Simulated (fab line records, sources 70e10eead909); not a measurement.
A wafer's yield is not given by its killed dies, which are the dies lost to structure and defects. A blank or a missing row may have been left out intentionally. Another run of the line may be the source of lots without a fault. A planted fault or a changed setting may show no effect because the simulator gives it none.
fab line records :: flow nand-harc
record
  lots=6
  wafers=18
  last-day=31
route steps=1302 shown P_STI@107 P_GATE@110 END@1302
lots with no fault: from the same line, run without faults
start-h: hours from the record's first day to the start of the lot's first wafer shown :: wait-h: hours elapsed since this lot's preceding step :: " repeats the value in the row above :: L1.1+2: a single row standing in for several wafers :: - no value, or no start given :: * or withheld: withheld :: < > ~ a bound
route shown NAME@n: names a module that has steps shown in the file, with the first one's number in the route :: usual: the fault-free wafers' mean and standard deviation :: same: alike in all rows :: chamber/n: place in a boat :: sites: readings site by site :: _std_site: their standard deviation :: _edge_site: the outer-site mean with the inner-site mean subtracted :: radius-mm: for every site, how far away it sits from the centre of the wafer :: mask NAME#n: copy n :: behind: the last tool/chamber to shape the wafer :: hold: the reason the lot was held/the length of the hold in hours/how it ended :: device: the n, p or np transistor that did not switch :: end of line: tests run on the same wafers once the route is complete :: for a step that has no rows: nothing shown but its recipe :: killed: dies that structure and defects cost at the first sort, which is not the same as the wafer's yield :: map: shows each die of a wafer: x if killed, . if not, _ if none is there
set.NAME: setting as actually run; set.NAME@STEP: the setting as run at that earlier step :: model.NAME: the simulator's own value behind a step, which no gauge read
certain route steps with their lots: each step a table, each wafer a row
services: when a tool's chamber went out of use (start-h, in hours from the record's first day, below 0 if earlier), for how many hours, and the reason
## steps
# step NHARC_P_STI_SRD_39
# step NHARC_P_STI_OXIDE_40
# recipe
  target-thk-a=100
  temp-c=900
  ox-time-s=1362
  material=SiO2
# step NHARC_P_STI_INSPECT_25
# usual
  raw-defect-count=231/72
lot.wafer: L608.2
tool: defect-inspect-02
chamber: -
start-h: 88.67
wait-h: 0.4
raw-defect-count: 277

lot.wafer: L608.3
tool: defect-inspect-02
chamber: -
start-h: 88.67
wait-h: 0.4
raw-defect-count: 144

lot.wafer: L608.6
tool: defect-inspect-02
chamber: -
start-h: 88.67
wait-h: 0.4
raw-defect-count: 181

lot.wafer: L611.1
tool: defect-inspect-02
chamber: -
start-h: 120.05
wait-h: 0.4
raw-defect-count: 238

lot.wafer: L611.3
tool: defect-inspect-02
chamber: -
start-h: 120.05
wait-h: 0.4
raw-defect-count: 274

lot.wafer: L611.6
tool: defect-inspect-02
chamber: -
start-h: 120.05
wait-h: 0.4
raw-defect-count: 192

lot.wafer: L614.1
tool: defect-inspect-01
chamber: -
start-h: 160.10
wait-h: 0.4
raw-defect-count: 223

lot.wafer: L614.5
tool: defect-inspect-01
chamber: -
start-h: 160.10
wait-h: 0.4
raw-defect-count: 178

lot.wafer: L614.6
tool: defect-inspect-01
chamber: -
start-h: 160.10
wait-h: 0.4
raw-defect-count: 306

lot.wafer: L620.3
tool: defect-inspect-02
chamber: -
start-h: 216.43
wait-h: 0.4
raw-defect-count: 259

lot.wafer: L620.5
tool: defect-inspect-02
chamber: -
start-h: 216.43
wait-h: 0.4
raw-defect-count: 156

lot.wafer: L620.6
tool: defect-inspect-02
chamber: -
start-h: 216.43
wait-h: 0.4
raw-defect-count: 318

lot.wafer: L624.1
tool: defect-inspect-01
chamber: -
start-h: 258.86
wait-h: 0.4
raw-defect-count: 104

lot.wafer: L624.2
tool: defect-inspect-01
chamber: -
start-h: 258.86
wait-h: 0.4
raw-defect-count: 215

lot.wafer: L624.3
tool: defect-inspect-01
chamber: -
start-h: 258.86
wait-h: 0.4
raw-defect-count: 157

lot.wafer: L625.2
tool: defect-inspect-02
chamber: -
start-h: 258.88
wait-h: 0.4
raw-defect-count: 154

lot.wafer: L625.3
tool: defect-inspect-02
chamber: -
start-h: 258.88
wait-h: 0.4
raw-defect-count: 269

lot.wafer: L625.4
tool: defect-inspect-02
chamber: -
start-h: 258.88
wait-h: 0.4
raw-defect-count: 134
# step NHARC_P_GATE_ETCH_69
# recipe
  target-depth-a=140
  chemistry=dHF
  material=SiO2
# step NHARC_P_GATE_PRECLEAN_70
# recipe
  time-s=*
  temp-c=50
  bath-age-min=0
  chemistry=SC1
# step NHARC_P_GATE_SRD_01
# step NHARC_P_GATE_OXIDE_02
# recipe
  target-thk-a=375
  temp-c=950
  p-h2o-torr=720
  ox-time-s=365
  material=SiO2
# step NHARC_P_GATE_DEHYDRATE_03
# recipe
  temp-c=150
  time-s=120
# step NHARC_P_GATE_HMDS_04
# recipe
  time-s=30
# step NHARC_P_GATE_COAT_05
# recipe
  spin-rpm=4690
# step NHARC_P_GATE_SOFTBAKE_06
# recipe
  temp-c=122
  time-s=95
# step NHARC_P_GATE_EBR_07
# step NHARC_P_GATE_EXPOSE_08
# recipe
  na=0.6
  dose-mj=16.75
  mask-id=P_HV
# usual
  exposure-dose-mJ-cm2=16.747/0.015
lot.wafer: L608.2
tool: krf-scanner-04
chamber: 0
start-h: 97.05
wait-h: -
mask: P_HV#0
exposure-dose-mJ-cm2: 16.720

lot.wafer: L608.3
tool: krf-scanner-04
chamber: 0
start-h: 97.05
wait-h: -
mask: P_HV#0
exposure-dose-mJ-cm2: 16.756

lot.wafer: L608.6
tool: krf-scanner-04
chamber: 0
start-h: 97.05
wait-h: -
mask: P_HV#0
exposure-dose-mJ-cm2: 16.729

lot.wafer: L611.1
tool: krf-scanner-04
chamber: 0
start-h: 128.72
wait-h: -
mask: P_HV#0
exposure-dose-mJ-cm2: 16.748

lot.wafer: L611.3
tool: krf-scanner-04
chamber: 0
start-h: 128.72
wait-h: -
mask: P_HV#0
exposure-dose-mJ-cm2: 16.754

lot.wafer: L611.6
tool: krf-scanner-04
chamber: 0
start-h: 128.72
wait-h: -
mask: P_HV#0
exposure-dose-mJ-cm2: 16.749

lot.wafer: L614.1
tool: krf-scanner-04
chamber: 0
start-h: 171.06
wait-h: -
mask: P_HV#0
exposure-dose-mJ-cm2: 16.728

lot.wafer: L614.5
tool: krf-scanner-04
chamber: 0
start-h: 171.06
wait-h: -
mask: P_HV#0
exposure-dose-mJ-cm2: 16.752

lot.wafer: L614.6
tool: krf-scanner-04
chamber: 0
start-h: 171.06
wait-h: -
mask: P_HV#0
exposure-dose-mJ-cm2: 16.750

lot.wafer: L620.3
tool: krf-scanner-01
chamber: 0
start-h: 228.78
wait-h: -
mask: P_HV#0
exposure-dose-mJ-cm2: 16.744

lot.wafer: L620.5
tool: krf-scanner-01
chamber: 0
start-h: 228.78
wait-h: -
mask: P_HV#0
exposure-dose-mJ-cm2: 16.735

lot.wafer: L620.6
tool: krf-scanner-01
chamber: 0
start-h: 228.78
wait-h: -
mask: P_HV#0
exposure-dose-mJ-cm2: 16.728

lot.wafer: L624.1
tool: krf-scanner-01
chamber: 0
start-h: 267.21
wait-h: -
mask: P_HV#0
exposure-dose-mJ-cm2: 17.723

lot.wafer: L624.2
tool: krf-scanner-01
chamber: 0
start-h: 267.21
wait-h: -
mask: P_HV#0
exposure-dose-mJ-cm2: 17.713

lot.wafer: L624.3
tool: krf-scanner-01
chamber: 0
start-h: 267.21
wait-h: -
mask: P_HV#0
exposure-dose-mJ-cm2: 17.715

lot.wafer: L625.2
tool: krf-scanner-01
chamber: 0
start-h: 267.25
wait-h: -
mask: P_HV#0
exposure-dose-mJ-cm2: 17.696

lot.wafer: L625.3
tool: krf-scanner-01
chamber: 0
start-h: 267.25
wait-h: -
mask: P_HV#0
exposure-dose-mJ-cm2: 17.718

lot.wafer: L625.4
tool: krf-scanner-01
chamber: 0
start-h: 267.25
wait-h: -
mask: P_HV#0
exposure-dose-mJ-cm2: 17.717
# step NHARC_P_GATE_PEB_09
# recipe
  peb-temp-c=118
  peb-time-s=85
# step NHARC_END_SORT_01
# recipe
  temp-c=25
# usual
  killed-at-array=50/14
  killed-at-other=0.9/1
  killed-at-periphery=3.9/2.5
  killed-dies=55/15
  killed-open=3.5/1.9
  killed-short=2.5/1.7
# same
  gross-dies=677
lot.wafer: L608.2
tool: prober-01
chamber: 0
start-h: 583.97
wait-h: 2.8
killed-at-array: 57
killed-at-other: 4
killed-at-periphery: 5
killed-dies: 66
killed-open: 4
killed-short: 2

lot.wafer: L608.3
tool: prober-01
chamber: 0
start-h: 584.76
wait-h: 3.1
killed-at-array: 54
killed-at-other: 0
killed-at-periphery: 9
killed-dies: 63
killed-open: 6
killed-short: 1

lot.wafer: L608.6
tool: prober-01
chamber: 0
start-h: 587.15
wait-h: 4.0
killed-at-array: 58
killed-at-other: 0
killed-at-periphery: 3
killed-dies: 61
killed-open: 4
killed-short: 3

lot.wafer: L611.1
tool: prober-01
chamber: 0
start-h: 608.98
wait-h: 2.5
killed-at-array: 52
killed-at-other: 1
killed-at-periphery: 2
killed-dies: 55
killed-open: 4
killed-short: 4

lot.wafer: L611.3
tool: prober-01
chamber: 0
start-h: 610.59
wait-h: 3.1
killed-at-array: 45
killed-at-other: 0
killed-at-periphery: 2
killed-dies: 47
killed-open: 4
killed-short: 3

lot.wafer: L611.6
tool: prober-01
chamber: 0
start-h: 613.01
wait-h: 4.0
killed-at-array: 64
killed-at-other: 0
killed-at-periphery: 3
killed-dies: 67
killed-open: 2
killed-short: 5

lot.wafer: L620.3
tool: prober-01
chamber: 0
start-h: 695.87
wait-h: 3.1
killed-at-array: 50
killed-at-other: 1
killed-at-periphery: 2
killed-dies: 53
killed-open: 2
killed-short: 4

lot.wafer: L620.5
tool: prober-01
chamber: 0
start-h: 697.48
wait-h: 3.7
killed-at-array: 58
killed-at-other: 0
killed-at-periphery: 5
killed-dies: 63
killed-open: 5
killed-short: 1

lot.wafer: L620.6
tool: prober-01
chamber: 0
start-h: 698.28
wait-h: 4.0
killed-at-array: 55
killed-at-other: 1
killed-at-periphery: 2
killed-dies: 58
killed-open: 2
killed-short: 2

lot.wafer: L624.1
tool: prober-02
chamber: 0
start-h: 736.70
wait-h: 2.5
killed-at-array: 42
killed-at-other: 1
killed-at-periphery: 5
killed-dies: 48
killed-open: 4
killed-short: 2

lot.wafer: L624.2
tool: prober-02
chamber: 0
start-h: 737.49
wait-h: 2.8
killed-at-array: 31
killed-at-other: 1
killed-at-periphery: 3
killed-dies: 35
killed-open: 3
killed-short: 2

lot.wafer: L624.3
tool: prober-02
chamber: 0
start-h: 738.29
wait-h: 3.1
killed-at-array: 33
killed-at-other: 2
killed-at-periphery: 5
killed-dies: 40
killed-open: 4
killed-short: 5

lot.wafer: L625.2
tool: prober-01
chamber: 0
start-h: 743.10
wait-h: 2.8
killed-at-array: 50
killed-at-other: 3
killed-at-periphery: 1
killed-dies: 54
killed-open: 1
killed-short: 2

lot.wafer: L625.3
tool: prober-01
chamber: 0
start-h: 743.90
wait-h: 3.1
killed-at-array: 60
killed-at-other: 0
killed-at-periphery: 4
killed-dies: 64
killed-open: 2
killed-short: 1

lot.wafer: L625.4
tool: prober-01
chamber: 0
start-h: 744.70
wait-h: 3.4
killed-at-array: 63
killed-at-other: 2
killed-at-periphery: 4
killed-dies: 69
killed-open: 2
killed-short: 2
# killed by level:class
L608.2 A_SLIT:chamber-film-flake=26 A_CHANNEL_HOLE_D2:chamber-film-flake=15 A_CHANNEL_HOLE_D1:chamber-film-flake=4 A_WL_FILL:chamber-film-flake=4 A_DECK1_JOINT:chamber-film-flake=3 THIN_TSV:chamber-film-flake=3 P_M0:geometric-particle:open=2 P_GATE:chamber-film-flake=2
L608.3 A_SLIT:chamber-film-flake=22 A_CHANNEL_HOLE_D2:chamber-film-flake=18 A_WL_FILL:chamber-film-flake=6 P_M0:geometric-particle:open=3 P_GATE:chamber-film-flake=3 P_CONTACT:geometric-particle:open=2 A_CHANNEL_HOLE_D1:chamber-film-flake=2 A_DECK1_JOINT:chamber-film-flake=2
L608.6 A_SLIT:chamber-film-flake=24 A_CHANNEL_HOLE_D2:chamber-film-flake=19 A_STAIRCASE:chamber-film-flake=4 A_CHANNEL_FILL_D2:geometric-particle:open=2 A_CONTACT:chamber-film-flake=2 P_M0:geometric-particle:open=1 P_M1:geometric-particle:short=1 A_ONON_D1:geometric-particle:short=1
L611.1 A_CHANNEL_HOLE_D1:chamber-film-flake=18 A_CHANNEL_HOLE_D2:chamber-film-flake=11 A_STAIRCASE:chamber-film-flake=7 A_CONTACT:chamber-film-flake=6 A_SGD_CUT:geometric-particle:open=2 A_ONON_D1:geometric-particle:short=1 A_ONON_D1:geometric-particle:open=1 A_ONON_D2:geometric-particle:open=1
L611.3 A_CHANNEL_HOLE_D1:chamber-film-flake=20 A_CHANNEL_HOLE_D2:chamber-film-flake=9 A_STAIRCASE:chamber-film-flake=4 A_CONTACT:chamber-film-flake=3 A_ONON_D1:geometric-particle:short=2 A_CHANNEL_FILL_D1:chamber-film-flake=2 P_GATE:geometric-particle:open=1 A_ONON_D1:geometric-particle:open=1
L611.6 A_CHANNEL_HOLE_D1:chamber-film-flake=38 A_CHANNEL_HOLE_D2:chamber-film-flake=8 A_STAIRCASE:chamber-film-flake=8 A_CONTACT:chamber-film-flake=3 A_CHANNEL_FILL_D1:geometric-particle:short=2 A_CHANNEL_FILL_D1:chamber-film-flake=2 P_GATE:geometric-particle:short=1 P_CONTACT:geometric-particle:open=1
L620.3 A_CHANNEL_HOLE_D2:chamber-film-flake=23 A_CHANNEL_HOLE_D1:chamber-film-flake=12 A_STAIRCASE:chamber-film-flake=3 A_SLIT:chamber-film-flake=3 A_CONTACT:chamber-film-flake=3 A_CHANNEL_FILL_D2:geometric-particle:short=2 P_GATE:chamber-film-flake=2 A_CHANNEL_FILL_D1:geometric-particle:short=1
L620.5 A_CHANNEL_HOLE_D1:chamber-film-flake=20 A_CHANNEL_HOLE_D2:chamber-film-flake=18 A_CONTACT:chamber-film-flake=8 P_GATE:chamber-film-flake=3 A_ZERO_WELL:chamber-film-flake=3 A_STAIRCASE:chamber-film-flake=3 P_M0:geometric-particle:open=1 A_ONON_D1:geometric-particle:open=1
L620.6 A_CHANNEL_HOLE_D1:chamber-film-flake=29 A_CHANNEL_HOLE_D2:chamber-film-flake=16 A_CONTACT:chamber-film-flake=4 P_GATE:chamber-film-flake=2 A_SOURCE_PLATE:geometric-particle:open=1 A_SGD_CUT:geometric-particle:short=1 A_WL_FILL:geometric-particle:short=1 A_CONTACT:geometric-particle:open=1
L624.1 A_CHANNEL_HOLE_D1:chamber-film-flake=26 P_CONTACT:chamber-film-flake=4 A_SLIT:chamber-film-flake=4 A_WL_FILL:chamber-film-flake=3 A_CHANNEL_HOLE_D2:geometric-particle:short=2 A_CONTACT:chamber-film-flake=2 A_ONON_D2:geometric-particle:open=1 A_CHANNEL_FILL_D2:geometric-particle:open=1
L624.2 A_CHANNEL_HOLE_D1:chamber-film-flake=15 A_STAIRCASE:chamber-film-flake=5 A_SLIT:chamber-film-flake=4 A_SOURCE_PLATE:geometric-particle:short=1 A_DECK1_JOINT:geometric-particle:short=1 A_CHANNEL_HOLE_D2:geometric-particle:open=1 A_CONTACT:geometric-particle:open=1 A_M0:geometric-particle:open=1
L624.3 A_CHANNEL_HOLE_D1:chamber-film-flake=18 A_STAIRCASE:chamber-film-flake=4 A_CHANNEL_FILL_D1:geometric-particle:short=2 A_CONTACT:geometric-particle:open=2 P_GATE:chamber-film-flake=2 A_SLIT:chamber-film-flake=2 A_WL_FILL:chamber-film-flake=2 THIN_TSV:chamber-film-flake=2
L625.2 A_CHANNEL_HOLE_D2:chamber-film-flake=20 A_SLIT:chamber-film-flake=12 A_STAIRCASE:chamber-film-flake=6 A_CHANNEL_HOLE_D1:chamber-film-flake=3 A_WL_FILL:chamber-film-flake=3 THIN_TSV:chamber-film-flake=3 A_ZERO_WELL:chamber-film-flake=2 A_ONON_D2:geometric-particle:short=1
L625.3 A_SLIT:chamber-film-flake=23 A_CHANNEL_HOLE_D2:chamber-film-flake=17 A_CHANNEL_HOLE_D1:chamber-film-flake=9 A_CONTACT:chamber-film-flake=6 P_M0:geometric-particle:open=2 A_WL_FILL:chamber-film-flake=2 A_CHANNEL_HOLE_D1:geometric-particle:short=1 P_GATE:chamber-film-flake=1
L625.4 A_SLIT:chamber-film-flake=21 A_CHANNEL_HOLE_D1:chamber-film-flake=14 A_CHANNEL_HOLE_D2:chamber-film-flake=13 A_CONTACT:chamber-film-flake=5 A_STAIRCASE:chamber-film-flake=4 A_CHANNEL_FILL_D2:chamber-film-flake=2 A_WL_FILL:chamber-film-flake=2 P_M1:geometric-particle:open=1
## services
tool: krf-scanner-04
chamber: 0
start-h: 94.40
hours: -
kind: calibration

tool: krf-scanner-01
chamber: -
start-h: 140.00
hours: 4.0
kind: pm

tool: krf-scanner-01
chamber: 0
start-h: 166.99
hours: -
kind: calibration

tool: krf-scanner-04
chamber: -
start-h: 182.00
hours: 4.0
kind: pm

tool: krf-scanner-01
chamber: -
start-h: 197.63
hours: 0.2
kind: repair

tool: krf-scanner-04
chamber: -
start-h: 223.34
hours: 0.7
kind: repair

tool: krf-scanner-04
chamber: 0
start-h: 254.33
hours: -
kind: calibration
## key
first-sign
  step=NHARC_P_GATE_EXPOSE_08
  reading=exposure-dose-mJ-cm2
  direction=up
  sigmas=65
  usual=16.747
  struck=17.714
effect none on later readings
met-at NHARC_P_GATE_EXPOSE_08
struck-wafers L624.1,L624.2,L624.3,L625.2,L625.3,L625.4
tester-left-out L624,L625
onset-between 228.78 267.21
fault
  kind=process-parameter-drift
  tool=krf-scanner-01
  chamber=-
  onset-h=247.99
  steps=NHARC_P_GATE_EXPOSE_08
  channel=dose-mj
  offset=0.95986
  shape=step
  acts-in=these-recipes-only
  stated=16.75
# tester-left-out: of these lots the tester's yield and bins aren't shown, on N5 and GAA mostly nor the transistor test; their killed dies are dies lost to structure and defects alone, not to doping, threshold or leakage, so they don't give the yield
